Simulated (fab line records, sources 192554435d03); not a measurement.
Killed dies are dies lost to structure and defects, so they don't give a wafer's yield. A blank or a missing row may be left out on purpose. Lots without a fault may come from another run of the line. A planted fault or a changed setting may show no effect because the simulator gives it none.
Which tool did it? | flow n5_finfet | 24 lots, 72 wafers sampled, at 6 steps of a route of 1938

WHAT THE GAUGES READ, wafer by wafer
The record holds no reading of a measuring or inspecting step that can be judged against a usual standard deviation.

WHICH TOOL RAN EACH LOT (tool, then ch and the chambers of the sampled wafers, then the start)
lot  | N5_GATE_CUT_ETCHBACK_30           | N5_GATE_CUT_ETCH_58               | N5_GATE_CUT_DESCUM_18              | N5_GATE_CUT_VAPOR_ETCH_48        | N5_GATE_CUT_CMP_61           | N5_MOL_CONTACT_COAG_SIL_ANNEAL_21
L074 | rie_metal-03 ch 0, day 4 11:29    | rie_diel-02 ch 0,1,3, day 4 11:41 | rie_diel-02 ch 2,3, day 4 15:13    | rie_metal-02 ch 0, day 4 15:47   | cmp-01 ch 1,2,3, day 4 18:56 | rtp_anneal-01 ch 0, day 4 21:08
L075 | rie_metal-01 ch 0,1, day 4 21:19  | rie_diel-05 ch 0,1,2, day 4 21:24 | rie_diel-05 ch 0,2, day 5 01:17    | rie_metal-03 ch 0,1, day 5 01:52 | cmp-01 ch 0,1,2, day 5 04:28 | rtp_anneal-01 ch 0, day 5 07:01
L076 | rie_metal-03 ch 0,1, day 5 03:53  | rie_diel-02 ch 2,3, day 5 03:59   | rie_diel-04 ch 1,2,3, day 5 08:07  | rie_metal-03 ch 0,1, day 5 08:44 | cmp-03 ch 0,1,2, day 5 11:28 | rtp_anneal-01 ch 0, day 5 13:53
L078 | rie_metal-01 ch 0,1, day 5 08:13  | rie_diel-02 ch 0,1,2, day 5 08:17 | rie_diel-04 ch 1,2,3, day 5 11:47  | rie_metal-02 ch 0,1, day 5 12:22 | cmp-02 ch 0,2,3, day 5 14:57 | rtp_anneal-01 ch 0, day 5 18:07
L077 | rie_metal-03 ch 0,1, day 5 13:05  | rie_diel-05 ch 0,1,2, day 5 13:11 | rie_diel-04 ch 0,1,2, day 5 16:35  | rie_metal-01 ch 0,1, day 5 17:09 | cmp-03 ch 0,1,3, day 5 19:43 | rtp_anneal-01 ch 0, day 5 22:03
L079 | rie_metal-02 ch 0,1, day 5 17:22  | rie_diel-05 ch 0,1, day 5 17:26   | rie_diel-02 ch 2,3, day 5 20:56    | rie_metal-02 ch 0,1, day 5 21:31 | cmp-01 ch 0,3, day 6 00:04   | rtp_anneal-02 ch 0, day 6 02:15
L080 | rie_metal-01 ch 0,1, day 5 21:07  | rie_diel-05 ch 0,1, day 5 21:30   | rie_diel-04 ch 2,3, day 6 00:59    | rie_metal-01 ch 0,1, day 6 01:34 | cmp-02 ch 0,1,2, day 6 04:08 | rtp_anneal-02 ch 0, day 6 06:24
L081 | rie_metal-01 ch 0,1, day 6 05:31  | rie_diel-04 ch 1,2,3, day 6 05:35 | rie_diel-02 ch 1,3, day 6 08:59    | rie_metal-03 ch 0,1, day 6 09:33 | cmp-01 ch 0,1,3, day 6 12:08 | rtp_anneal-02 ch 0, day 6 15:05
L082 | rie_metal-03 ch 0,1, day 6 14:55  | rie_diel-04 ch 1,2,3, day 6 14:59 | rie_diel-04 ch 1,2,3, day 6 18:43  | rie_metal-02 ch 0,1, day 6 19:17 | cmp-03 ch 1,2,3, day 6 22:07 | rtp_anneal-01 ch 0, day 7 00:24
L083 | rie_metal-03 ch 0,1, day 6 19:51  | rie_diel-02 ch 1,2,3, day 6 19:58 | rie_diel-05 ch 1,2,3, day 7 00:13  | rie_metal-02 ch 0,1, day 7 00:47 | cmp-03 ch 1,2,3, day 7 03:55 | rtp_anneal-01 ch 0, day 7 06:31
L084 | rie_metal-03 ch 1, day 7 08:10    | rie_diel-05 ch 0,1,3, day 7 08:14 | rie_diel-05 ch 1,2,3, day 7 11:37  | rie_metal-02 ch 0,1, day 7 12:11 | cmp-03 ch 0,2,3, day 7 14:55 | rtp_anneal-01 ch 0, day 7 17:55
L085 | rie_metal-01 ch 0, day 7 14:13    | rie_diel-05 ch 0,2,3, day 7 14:22 | rie_diel-04 ch 0,2,3, day 7 18:07  | rie_metal-02 ch 0,1, day 7 18:41 | cmp-03 ch 0,2,3, day 7 21:34 | rtp_anneal-02 ch 0, day 7 23:43
L086 | rie_metal-01 ch 0, day 7 17:17    | rie_diel-04 ch 0,3, day 7 17:29   | rie_diel-05 ch 0,2,3, day 7 20:53  | rie_metal-01 ch 0, day 7 21:40   | cmp-02 ch 1,2, day 8 00:23   | rtp_anneal-02 ch 0, day 8 02:33
L087 | rie_metal-02 ch 0,1, day 7 20:09  | rie_diel-02 ch 0,2,3, day 7 20:14 | rie_diel-05 ch 0,2, day 7 23:44    | rie_metal-01 ch 0, day 8 00:29   | cmp-02 ch 0,1,3, day 8 03:11 | rtp_anneal-02 ch 0, day 8 06:30
L088 | rie_metal-03 ch 1, day 8 02:54    | rie_diel-02 ch 1,3, day 8 02:59   | rie_diel-05 ch 0,1,2, day 8 06:25  | rie_metal-03 ch 0,1, day 8 06:59 | cmp-02 ch 0,2,3, day 8 09:32 | rtp_anneal-02 ch 0, day 8 11:39
L089 | rie_metal-01 ch 0, day 8 07:08    | rie_diel-04 ch 0,1,3, day 8 07:16 | rie_diel-05 ch 0,1,3, day 8 11:25  | rie_metal-01 ch 0, day 8 12:11   | cmp-02 ch 0,1,2, day 8 15:15 | rtp_anneal-02 ch 0, day 8 17:34
L090 | rie_metal-01 ch 0, day 8 10:58    | rie_diel-02 ch 0,2,3, day 8 11:14 | rie_diel-05 ch 1,2,3, day 8 14:52  | rie_metal-01 ch 0, day 8 15:37   | cmp-01 ch 0,1,3, day 8 18:19 | rtp_anneal-01 ch 0, day 8 20:23
L092 | rie_metal-02 ch 0, day 8 18:08    | rie_diel-04 ch 1,2,3, day 8 18:13 | rie_diel-02 ch 0,2,3, day 8 21:46  | rie_metal-03 ch 0,1, day 8 22:20 | cmp-03 ch 1,2,3, day 9 01:29 | rtp_anneal-02 ch 0, day 9 03:49
L091 | rie_metal-03 ch 0,1, day 8 21:55  | rie_diel-04 ch 0,1,2, day 8 22:07 | rie_diel-04 ch 1,2,3, day 9 01:29  | rie_metal-03 ch 0,1, day 9 02:04 | cmp-03 ch 0,2,3, day 9 06:49 | rtp_anneal-02 ch 0, day 9 08:54
L093 | rie_metal-02 ch 0, day 9 06:16    | rie_diel-02 ch 0,1, day 9 06:20   | rie_diel-05 ch 1,3, day 9 09:43    | rie_metal-02 ch 0,1, day 9 10:17 | cmp-01 ch 1,3, day 9 12:52   | rtp_anneal-02 ch 0, day 9 16:19
L094 | rie_metal-03 ch 0,1, day 9 13:23  | rie_diel-04 ch 0,1, day 9 13:28   | rie_diel-05 ch 0,1,3, day 9 17:25  | rie_metal-03 ch 0,1, day 9 17:59 | cmp-02 ch 0,1, day 9 20:35   | rtp_anneal-01 ch 0, day 9 22:49
L095 | rie_metal-02 ch 0,1, day 9 13:46  | rie_diel-04 ch 0,1,3, day 9 13:50 | rie_diel-02 ch 0,1,3, day 9 17:42  | rie_metal-02 ch 0,1, day 9 18:16 | cmp-03 ch 0,1,2, day 9 20:50 | rtp_anneal-02 ch 0, day 9 23:16
L096 | rie_metal-03 ch 0,1, day 9 23:38  | rie_diel-05 ch 0,1,3, day 9 23:43 | rie_diel-05 ch 0,1,2, day 10 03:06 | rie_metal-01 ch 0, day 10 03:53  | cmp-02 ch 1,2, day 10 06:40  | rtp_anneal-02 ch 0, day 10 09:43
L097 | rie_metal-02 ch 0,1, day 10 05:10 | rie_diel-05 ch 0,2, day 10 05:15  | rie_diel-05 ch 0,1,2, day 10 09:41 | rie_metal-01 ch 0, day 10 10:26  | cmp-02 ch 1,3, day 10 13:09  | rtp_anneal-02 ch 0, day 10 15:49
- N5_GATE_CUT_ETCHBACK_30: etches TiN in Cl2/Ar, target depth 3 nm.
- N5_GATE_CUT_ETCH_58: etches SiNx in CH3F/O2, target depth 17 nm, time 128.6 s.
- N5_GATE_CUT_DESCUM_18: chemistry O2, time 7 s.
- N5_GATE_CUT_VAPOR_ETCH_48: etches TiN in BCl3/Cl2.
- N5_GATE_CUT_CMP_61: polishes, stops on SiNx, t overpolish 3 s.
- N5_MOL_CONTACT_COAG_SIL_ANNEAL_21: time 60 s.

WHAT THE TOOLS THEMSELVES READ (means of the sampled wafers that have a number; where no wafer has one, the mark that the record gives instead)
N5_GATE_CUT_ETCHBACK_30.
lot  | tool         | drypump_motor_current_A (A) | oes_product_au (a.u.) | throttle_valve_pct (%)
L074 | rie_metal-03 | 5.6                         | 0.99                  | 20.51
L075 | rie_metal-01 | 5.2                         | 0.69                  | 20.83
L076 | rie_metal-03 | 5.6                         | 0.84                  | 20.59
L078 | rie_metal-01 | 5.3                         | 0.78                  | 20.70
L077 | rie_metal-03 | 5.6                         | 0.90                  | 20.55
L079 | rie_metal-02 | 5.7                         | 0.88                  | 20.58
L080 | rie_metal-01 | 5.2                         | 0.69                  | 20.84
L081 | rie_metal-01 | 5.2                         | 0.68                  | 20.84
L082 | rie_metal-03 | 5.6                         | 0.89                  | 20.55
L083 | rie_metal-03 | 5.6                         | 0.82                  | 20.60
L084 | rie_metal-03 | 5.7                         | 0.76                  | 20.63
L085 | rie_metal-01 | 5.1                         | 0.59                  | 21.00
L086 | rie_metal-01 | 5.1                         | 0.59                  | 20.99
L087 | rie_metal-02 | 5.7                         | 0.86                  | 20.61
L088 | rie_metal-03 | 5.7                         | 0.75                  | 20.64
L089 | rie_metal-01 | 5.0                         | 0.58                  | 21.00
L090 | rie_metal-01 | 5.0                         | 0.58                  | 21.01
L092 | rie_metal-02 | 6.1                         | 0.88                  | 20.73
L091 | rie_metal-03 | 5.7                         | 0.81                  | 20.60
L093 | rie_metal-02 | 6.1                         | 0.88                  | 20.74
L094 | rie_metal-03 | 5.6                         | 0.85                  | 20.58
L095 | rie_metal-02 | 5.9                         | 0.86                  | 20.67
L096 | rie_metal-03 | 5.6                         | 0.85                  | 20.57
L097 | rie_metal-02 | 5.7                         | 0.84                  | 20.61

N5_GATE_CUT_ETCH_58.
lot  | tool        | O2_flow_sccm (sccm) | drypump_motor_current_A (A) | oes_product_au (a.u.) | rf_vpp_V (V) | showerhead_plenum_p_Torr (Torr) | throttle_valve_pct (%)
L074 | rie_diel-02 | 19.99               | 5.7                         | 0.81                  | 98.8         | 2.07                            | 16.3
L075 | rie_diel-05 | 19.98               | 5.9                         | 0.71                  | 99.8         | 2.00                            | 16.4
L076 | rie_diel-02 | 20.05               | 5.6                         | 0.79                  | 99.3         | 2.04                            | 16.5
L078 | rie_diel-02 | 20.05               | 5.8                         | 0.73                  | 99.2         | 2.02                            | 16.6
L077 | rie_diel-05 | 20.02               | 5.9                         | 0.71                  | 98.6         | 2.00                            | 16.4
L079 | rie_diel-05 | 19.93               | 6.2                         | 0.72                  | 99.4         | 2.05                            | 16.5
L080 | rie_diel-05 | 19.94               | 5.9                         | 0.72                  | 99.0         | 2.01                            | 16.4
L081 | rie_diel-04 | 19.98               | 5.4                         | 0.81                  | 99.5         | 2.00                            | 16.2
L082 | rie_diel-04 | 20.00               | 5.4                         | 0.82                  | 99.7         | 2.00                            | 16.2
L083 | rie_diel-02 | 19.99               | 5.6                         | 0.78                  | 99.6         | 2.06                            | 16.4
L084 | rie_diel-05 | 20.05               | 5.8                         | 0.71                  | 98.7         | 2.00                            | 16.5
L085 | rie_diel-05 | 19.99               | 5.9                         | 0.79                  | 99.2         | 2.00                            | 16.4
L086 | rie_diel-04 | 19.98               | 5.2                         | 0.94                  | 99.5         | 2.11                            | 15.8
L087 | rie_diel-02 | 19.99               | 5.7                         | 0.77                  | 99.3         | 2.03                            | 16.4
L088 | rie_diel-02 | 20.00               | 5.6                         | 0.84                  | 99.6         | 2.11                            | 16.2
L089 | rie_diel-04 | 20.01               | 5.5                         | 0.85                  | 99.0         | 2.04                            | 16.1
L090 | rie_diel-02 | 20.05               | 5.7                         | 0.77                  | 98.0         | 2.03                            | 16.5
L092 | rie_diel-04 | 20.05               | 5.4                         | 0.79                  | 99.3         | 2.00                            | 16.3
L091 | rie_diel-04 | 19.95               | 5.5                         | 0.81                  | 99.2         | 2.03                            | 16.3
L093 | rie_diel-02 | 20.00               | 5.9                         | 0.71                  | 99.2         | 2.04                            | 16.6
L094 | rie_diel-04 | 20.03               | 5.9                         | 0.77                  | 98.6         | 1.99                            | 16.4
L095 | rie_diel-04 | 19.95               | 5.5                         | 0.84                  | 99.3         | 2.03                            | 16.1
L096 | rie_diel-05 | 19.99               | 5.8                         | 0.69                  | 99.5         | 1.99                            | 16.6
L097 | rie_diel-05 | 20.03               | 6.0                         | 0.83                  | 98.8         | 1.99                            | 16.2

N5_GATE_CUT_DESCUM_18.
lot  | tool        | bias_power_w (W) | drypump_motor_current_A (A) | oes_product_au (a.u.) | rf_vpp_V (V) | showerhead_plenum_p_Torr (Torr) | throttle_valve_pct (%)
L074 | rie_diel-02 | 19.91            | 5.5                         | 0.88                  | 243.7        | 2.19                            | 20.5
L075 | rie_diel-05 | 20.01            | 6.2                         | 0.71                  | 244.0        | 2.13                            | 20.6
L076 | rie_diel-04 | 19.97            | 5.4                         | 0.84                  | 243.7        | 2.09                            | 20.3
L078 | rie_diel-04 | 20.04            | 5.4                         | 0.84                  | 243.3        | 2.09                            | 20.3
L077 | rie_diel-04 | 20.00            | 5.5                         | 0.73                  | 242.9        | 2.05                            | 20.5
L079 | rie_diel-02 | 20.02            | 5.6                         | 0.78                  | 243.9        | 2.15                            | 20.7
L080 | rie_diel-04 | 20.03            | 4.9                         | 0.87                  | 244.1        | 2.14                            | 20.2
L081 | rie_diel-02 | 20.03            | 5.5                         | 0.85                  | 245.4        | 2.22                            | 20.3
L082 | rie_diel-04 | 20.00            | 5.4                         | 0.81                  | 243.1        | 2.08                            | 20.3
L083 | rie_diel-05 | 19.96            | 5.6                         | 0.79                  | 242.7        | 2.06                            | 20.4
L084 | rie_diel-05 | 20.01            | 5.5                         | 0.78                  | 242.9        | 2.05                            | 20.4
L085 | rie_diel-04 | 20.04            | 5.1                         | 0.89                  | 244.2        | 2.17                            | 20.1
L086 | rie_diel-05 | 19.97            | 5.9                         | 0.77                  | 243.5        | 2.09                            | 20.5
L087 | rie_diel-05 | 20.01            | 6.0                         | 0.85                  | 242.1        | 2.07                            | 20.2
L088 | rie_diel-05 | 19.99            | 5.9                         | 0.78                  | 243.3        | 2.08                            | 20.4
L089 | rie_diel-05 | 20.09            | 5.8                         | 0.70                  | 242.8        | 2.10                            | 20.6
L090 | rie_diel-05 | 19.93            | 5.5                         | 0.76                  | 242.8        | 2.05                            | 20.4
L092 | rie_diel-02 | 20.01            | 5.7                         | 0.77                  | 243.5        | 2.13                            | 20.6
L091 | rie_diel-04 | 20.04            | 5.4                         | 0.78                  | 243.4        | 2.08                            | 20.3
L093 | rie_diel-05 | 19.98            | 5.4                         | 0.69                  | 243.2        | 2.06                            | 20.6
L094 | rie_diel-05 | 20.05            | 5.7                         | 0.69                  | 243.9        | 2.10                            | 20.7
L095 | rie_diel-02 | 19.97            | 5.7                         | 0.78                  | 244.1        | 2.16                            | 20.5
L096 | rie_diel-05 | 20.00            | 5.9                         | 0.77                  | 243.1        | 2.08                            | 20.4
L097 | rie_diel-05 | 20.03            | 5.9                         | 0.76                  | 243.5        | 2.08                            | 20.4

N5_GATE_CUT_VAPOR_ETCH_48.
lot  | tool         | drypump_motor_current_A (A) | oes_product_au (a.u.)
L074 | rie_metal-02 | 6.1                         | 0.94
L075 | rie_metal-03 | 5.7                         | 0.92
L076 | rie_metal-03 | 5.6                         | 0.90
L078 | rie_metal-02 | 5.7                         | 0.88
L077 | rie_metal-01 | 5.3                         | 0.76
L079 | rie_metal-02 | 5.9                         | 0.88
L080 | rie_metal-01 | 5.1                         | 0.67
L081 | rie_metal-03 | 5.7                         | 0.89
L082 | rie_metal-02 | 5.9                         | 0.88
L083 | rie_metal-02 | 5.7                         | 0.87
L084 | rie_metal-02 | 5.9                         | 0.87
L085 | rie_metal-02 | 5.9                         | 0.86
L086 | rie_metal-01 | 5.0                         | 0.58
L087 | rie_metal-01 | 5.1                         | 0.58
L088 | rie_metal-03 | 5.7                         | 0.82
L089 | rie_metal-01 | 5.0                         | 0.58
L090 | rie_metal-01 | 5.0                         | 0.58
L092 | rie_metal-03 | 5.7                         | 0.82
L091 | rie_metal-03 | 5.7                         | 0.87
L093 | rie_metal-02 | 5.9                         | 0.85
L094 | rie_metal-03 | 5.6                         | 0.81
L095 | rie_metal-02 | 5.7                         | 0.84
L096 | rie_metal-01 | 5.0                         | 0.57
L097 | rie_metal-01 | 5.0                         | 0.57

N5_GATE_CUT_CMP_61.
lot  | tool   | motor_current_A (A)
L074 | cmp-01 | 12.8
L075 | cmp-01 | 12.5
L076 | cmp-03 | 12.5
L078 | cmp-02 | 11.8
L077 | cmp-03 | 12.2
L079 | cmp-01 | 11.7
L080 | cmp-02 | 12.7
L081 | cmp-01 | 12.3
L082 | cmp-03 | 12.8
L083 | cmp-03 | 12.7
L084 | cmp-03 | 11.5
L085 | cmp-03 | 11.2
L086 | cmp-02 | 13.5
L087 | cmp-02 | 12.2
L088 | cmp-02 | 12.2
L089 | cmp-02 | 13.1
L090 | cmp-01 | 12.3
L092 | cmp-03 | 12.9
L091 | cmp-03 | 11.9
L093 | cmp-01 | 12.6
L094 | cmp-02 | 12.7
L095 | cmp-03 | 12.6
L096 | cmp-02 | 13.5
L097 | cmp-02 | 12.8

N5_MOL_CONTACT_COAG_SIL_ANNEAL_21.
lot  | tool          | lamp_power_pct (%) | lamp_zone_5_pct (%) | lamp_zone_7_pct (%) | wafer_temp_C_max
L074 | rtp_anneal-01 | 6.39               | 6.41                | 6.72                | 552.1
L075 | rtp_anneal-01 | 6.39               | 6.41                | 6.72                | 552.1
L076 | rtp_anneal-01 | 6.39               | 6.40                | 6.72                | 552.0
L078 | rtp_anneal-01 | 6.39               | 6.40                | 6.72                | 552.3
L077 | rtp_anneal-01 | 6.39               | 6.41                | 6.72                | 551.9
L079 | rtp_anneal-02 | 6.46               | 6.47                | 6.79                | 554.1
L080 | rtp_anneal-02 | 6.47               | 6.48                | 6.79                | 553.2
L081 | rtp_anneal-02 | 6.47               | 6.47                | 6.79                | 553.0
L082 | rtp_anneal-01 | 6.40               | 6.41                | 6.72                | 551.7
L083 | rtp_anneal-01 | 6.40               | 6.41                | 6.72                | 551.7
L084 | rtp_anneal-01 | 6.40               | 6.41                | 6.72                | 551.7
L085 | rtp_anneal-02 | 6.46               | 6.48                | 6.79                | 554.2
L086 | rtp_anneal-02 | 6.46               | 6.47                | 6.79                | 553.7
L087 | rtp_anneal-02 | 6.46               | 6.48                | 6.79                | 554.0
L088 | rtp_anneal-02 | 6.46               | 6.47                | 6.78                | 554.1
L089 | rtp_anneal-02 | 6.46               | 6.48                | 6.79                | 553.1
L090 | rtp_anneal-01 | 6.39               | 6.40                | 6.72                | 551.8
L092 | rtp_anneal-02 | 6.46               | 6.47                | 6.79                | 554.3
L091 | rtp_anneal-02 | 6.46               | 6.48                | 6.79                | 553.0
L093 | rtp_anneal-02 | 6.46               | 6.47                | 6.79                | 553.6
L094 | rtp_anneal-01 | 6.40               | 6.41                | 6.72                | 552.3
L095 | rtp_anneal-02 | 6.46               | 6.47                | 6.79                | 553.8
L096 | rtp_anneal-02 | 6.46               | 6.47                | 6.79                | 553.5
L097 | rtp_anneal-02 | 6.46               | 6.47                | 6.79                | 553.8

THE ANSWER, worked out from the rows above alone
Rule: what is usual is taken from the lots themselves. Put in order of their means at a reading, lots are off if they are a third of the lots or fewer, leave a main group of 4 or more, and stand apart from it by a gap of 3 or more times the standard deviation of the main group's means; of several such gaps the widest counts. A main group whose means are all the same, to the digits that the tables above print for the reading, isn't used. A lot without any number at a reading at which 4 lots or more have one is off too. The other lots that the step has rows for count as sound. The gauges are gone through in route order, then the tools' own readings, and for those a lot's mean is taken as printed above. The first step at which some lot is off is used, and at that step the reading that is off furthest; a lot without a number counts as furthest.
No lot is off at any reading shown: from this, nothing can be told.

WHAT THE SIMULATOR HAD PUT IN
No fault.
